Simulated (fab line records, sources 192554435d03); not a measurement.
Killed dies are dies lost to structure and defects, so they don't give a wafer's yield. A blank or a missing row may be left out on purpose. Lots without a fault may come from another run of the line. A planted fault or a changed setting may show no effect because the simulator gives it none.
Split-lot experiment | flow n5_finfet | 7 lots, 21 wafers read, on a route of 1938 steps

THE SPLIT
At N5_BEOL_M8_TRENCH_ETCH_37 (etches SiCOH lowk in C4F6/O2, target depth 93.478 nm, time 31.2 s), the setting time_s was moved away from the recipe's 31.2 s on 8 of the 21 wafers read, by -16.9% to +14.7%. The other wafers ran this setting at the recipe's value.

FROM THE SPLIT TO THE READING: what the file shows between them, 11 steps
- N5_BEOL_M8_ETCH_41: etches SiCN in CH3F/O2, target depth 31.9 nm, time 57.8 s
- N5_BEOL_M8_STRIP_80: strips in N2/H2, time 10 s
- N5_BEOL_M8_OCD_MEAS_38
- N5_BEOL_M8_HM_STRIP_39: strips TiN in peroxide tin strip, target depth 25 nm, time 158 s
- N5_BEOL_M8_SRD_40: time 30 s
- N5_BEOL_M8_ECD_50: material Cu, target thk 300 nm
- N5_BEOL_M8_ANNEAL_51: time 90 s
- N5_BEOL_M8_CMP_52: polishes, stops on SiCOH lowk, t overpolish 6.9 s, target thk 80 nm
- N5_BEOL_M8_THK_MEAS_53: measures by xrf
- N5_BEOL_M8_PRE_CLEAN_55: time 15 s
- N5_BEOL_M8_DEP_56: deposits SiCN from 3MS/NH3, target thk 10 nm, time 17.5 s

THE READING
M8_RS, in ohm/sq, at N5_BEOL_M8_RS_MEAS_57 (measures by four-point-probe). Fault-free wafers of this fab line usually give 0.286 ohm/sq, standard deviation 0.0072 ohm/sq.

wafer  | tool, chamber at the split | time_s as run, s | against the recipe | M8_RS, ohm/sq | against lot-mates on the recipe
L083.1 | rie_diel-01, 3             | 31.2             | recipe             | 0.285         | -
L083.2 | rie_diel-01, 1             | 31.2             | recipe             | 0.288         | -
L083.5 | rie_diel-01, 2             | 31.2             | recipe             | 0.296         | -
L082.2 | rie_diel-04, 2             | 31.2             | recipe             | 0.291         | -
L082.3 | rie_diel-04, 0             | 35.79            | +14.7%             | 0.231         | -0.061
L082.4 | rie_diel-04, 3             | 31.2             | recipe             | 0.293         | -
L085.1 | rie_diel-03, 3             | 35.48            | +13.7%             | 0.244         | -0.034
L085.2 | rie_diel-03, 2             | 35.48            | +13.7%             | 0.247         | -0.031
L085.4 | rie_diel-03, 0             | 31.2             | recipe             | 0.278         | -
L089.3 | rie_diel-01, 0             | 28.71            | -8.0%              | 0.331         | +0.053
L089.4 | rie_diel-01, 1             | 31.2             | recipe             | 0.278         | -
L089.5 | rie_diel-01, 0             | 28.71            | -8.0%              | 0.331         | +0.053
L092.3 | rie_diel-03, 2             | 25.93            | -16.9%             | 0.380         | +0.089
L092.4 | rie_diel-03, 1             | 31.2             | recipe             | 0.287         | -
L092.6 | rie_diel-03, 3             | 31.2             | recipe             | 0.295         | -
L094.3 | rie_diel-03, 3             | 33.44            | +7.2%              | 0.263         | -0.027
L094.4 | rie_diel-03, 2             | 33.44            | +7.2%              | 0.268         | -0.022
L094.5 | rie_diel-03, 3             | 31.2             | recipe             | 0.290         | -
L093.1 | rie_diel-01, 1             | 31.2             | recipe             | 0.286         | -
L093.2 | rie_diel-01, 0             | 31.2             | recipe             | 0.289         | -
L093.4 | rie_diel-01, 2             | 31.2             | recipe             | 0.282         | -

THE FIT
A straight line over all 21 wafers: M8_RS changes by -0.00421 ohm/sq for each +1% of time_s; r = -0.97; the points scatter about the line by 0.0083 ohm/sq.
The same after taking each lot's own level away (the mean of its wafers on the recipe; 21 wafers): -0.00417 ohm/sq for each +1%; r = -0.95; scatter 0.0099 ohm/sq.
On that fit, the largest move of time_s shifts the reading by 0.07 ohm/sq.
The lots' own levels span 0.2780 to 0.2920 ohm/sq, that is 1.9 times the standard deviation above.
So the lot-to-lot level changes the slope little: the two slopes agree.
Check: with one of the wafers moved furthest among these (-16.9%) left out of the fit, the line predicts +0.0692 ohm/sq for it against its lot-mates. It came out at +0.089 ohm/sq against them.

THE WHOLE CHAIN: every reading that the file lists as answering this split, in the file's order
step                      | what it does                                                        | reading                                                                      | change (the file's fit)               | r (the file's)
N5_BEOL_M8_TRENCH_ETCH_37 | etches SiCOH lowk in C4F6/O2, target depth 93.478 nm, time 31.2 s   | BEOL_M8.feature_depth_nm (the simulator's own value, which no gauge read)    | +0.987 nm for each +1% of the setting | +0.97
N5_BEOL_M8_TRENCH_ETCH_37 | etches SiCOH lowk in C4F6/O2, target depth 93.478 nm, time 31.2 s   | etch.depth_nm (the simulator's own value, which no gauge read)               | +0.985 nm for each +1% of the setting | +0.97
N5_BEOL_M8_OCD_MEAS_38    |                                                                     | trench_depth_nm                                                              | +0.959 nm for each +1% of the setting | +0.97
N5_BEOL_M8_CMP_52         | polishes, stops on SiCOH lowk, t overpolish 6.9 s, target thk 80 nm | Cu_of_BEOL_M8_ECD_50.thk_nm (the simulator's own value, which no gauge read) | +0.987 nm for each +1% of the setting | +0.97
N5_BEOL_M8_THK_MEAS_53    | measures by xrf                                                     | M8_THK                                                                       | +0.983 for each +1% of the setting    | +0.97
N5_BEOL_M8_RS_MEAS_57     | measures by four-point-probe                                        | M8_RS                                                                        | -0.00429 for each +1% of the setting  | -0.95

THE FILE'S OWN FIT
M8_RS changes by -0.00429 ohm/sq for each +1% of time_s, r = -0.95.
